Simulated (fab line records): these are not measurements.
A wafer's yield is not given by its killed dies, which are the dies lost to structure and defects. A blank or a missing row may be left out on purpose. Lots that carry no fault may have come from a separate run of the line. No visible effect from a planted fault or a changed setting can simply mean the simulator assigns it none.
Which of the tools did it? -- flow n5-finfet -- 36 wafers from 12 lots sampled at 4 of the route's 1938 steps

== WHAT THE GAUGES SHOWED, per wafer ==
N5_BEOL_M14_OVL_MEAS_29.
lot,measured,on,M14_OVL (nm)
L074,day 11 16:48,overlay-02,-2 8 5
L078,day 12 11:13,overlay-02,-5 -13 -9
L080,day 12 11:23,overlay-01,-7 -8 5
L081,day 12 19:00,overlay-02,-15 -4 -12
L084,day 14 01:01,overlay-02,-4 -17 3
L083,day 14 01:13,overlay-01,4 -8 -1
L087,day 14 09:59,overlay-02,-2 -7 -7
L091,day 15 13:33,overlay-01,3 -1 -3
L090,day 15 19:03,overlay-02,-4 -7 -6
L092,day 16 06:05,overlay-02,1 -12 5
L094,day 16 21:13,overlay-02,-6 -2 -5
L097,day 17 05:58,overlay-01,1 1 -10

== EACH LOT AND THE TOOL THAT RAN IT (in order: tool; ch and the chambers of the sampled wafers; start) ==
lot,N5_BEOL_M12_DESCUM_33,N5_BEOL_M13_ETCH_59,N5_BEOL_M13_STRIP_64
L074,"rie-diel-06 ch 1,2,3, day 11 04:01","rie-diel-05 ch 0,1,2, day 11 09:11","plasma-asher-01 ch 0,1, day 11 09:32"
L078,"rie-diel-03 ch 0,1,3, day 11 23:04","rie-diel-01 ch 0,1, day 12 04:41","plasma-asher-02 ch 0,1, day 12 05:02"
L080,"rie-diel-03 ch 1,2, day 12 01:41","rie-diel-04 ch 0,2,3, day 12 05:18","plasma-asher-01 ch 0,1, day 12 05:39"
L081,"rie-diel-03 ch 1,3, day 12 08:21","rie-diel-01 ch 0,3, day 12 11:24","plasma-asher-01 ch 0,1, day 12 11:46"
L084,"rie-diel-06 ch 0,2,3, day 13 12:17","rie-diel-04 ch 0,1,2, day 13 15:57","plasma-asher-02 ch 0,1, day 13 16:17"
L083,"rie-diel-03 ch 1,2,3, day 13 13:07","rie-diel-05 ch 1,3, day 13 18:13","plasma-asher-02 ch 0,1, day 13 18:41"
L087,"rie-diel-06 ch 0,1, day 13 18:34","rie-diel-05 ch 2,3, day 14 02:32","plasma-asher-02 ch 0,1, day 14 02:53"
L091,"rie-diel-06 ch 1,2,3, day 15 02:04","rie-diel-01 ch 1,2,3, day 15 07:29","plasma-asher-02 ch 0,1, day 15 07:50"
L090,"rie-diel-06 ch 0,1,3, day 15 07:47","rie-diel-01 ch 0,3, day 15 11:09","plasma-asher-01 ch 0,1, day 15 11:30"
L092,"rie-diel-06 ch 0,2,3, day 15 17:11","rie-diel-04 ch 0,1,3, day 15 20:26","plasma-asher-01 ch 0,1, day 15 20:47"
L094,"rie-diel-02 ch 2,3, day 16 08:04","rie-diel-05 ch 0,1,2, day 16 12:27","plasma-asher-02 ch 1, day 16 12:47"
L097,"rie-diel-06 ch 0,1,3, day 16 14:37","rie-diel-01 ch 0,2,3, day 16 21:19","plasma-asher-02 ch 0,1, day 16 21:40"
- N5_BEOL_M12_DESCUM_33: chemistry O2, time 7.9 s.
- N5_BEOL_M13_ETCH_59: etches BARC in N2/H2, target depth 89 nm, overetch 26.7 nm, time 67.9 s.
- N5_BEOL_M13_STRIP_64: strips in N2/H2.

== THE ANSWER, worked out from the rows above alone ==
Rule: what is usual is taken from the lots themselves. Put in order of their means at a reading, lots are off if they are a third of the lots or fewer, leave a main group of 4 or more, and stand apart from it by a gap of 3 or more times the standard deviation of the main group's means; of several such gaps the widest counts. The tables above print the reading to a certain number of digits; a main group whose means all agree to those digits is not used. Also off: a lot with no number at a reading for which 4 or more lots have one. All remaining lots with rows at the step are treated as sound.
None of the lots is off at any reading shown; this tells nothing.

== WHAT WAS PUT IN BY THE SIMULATOR ==
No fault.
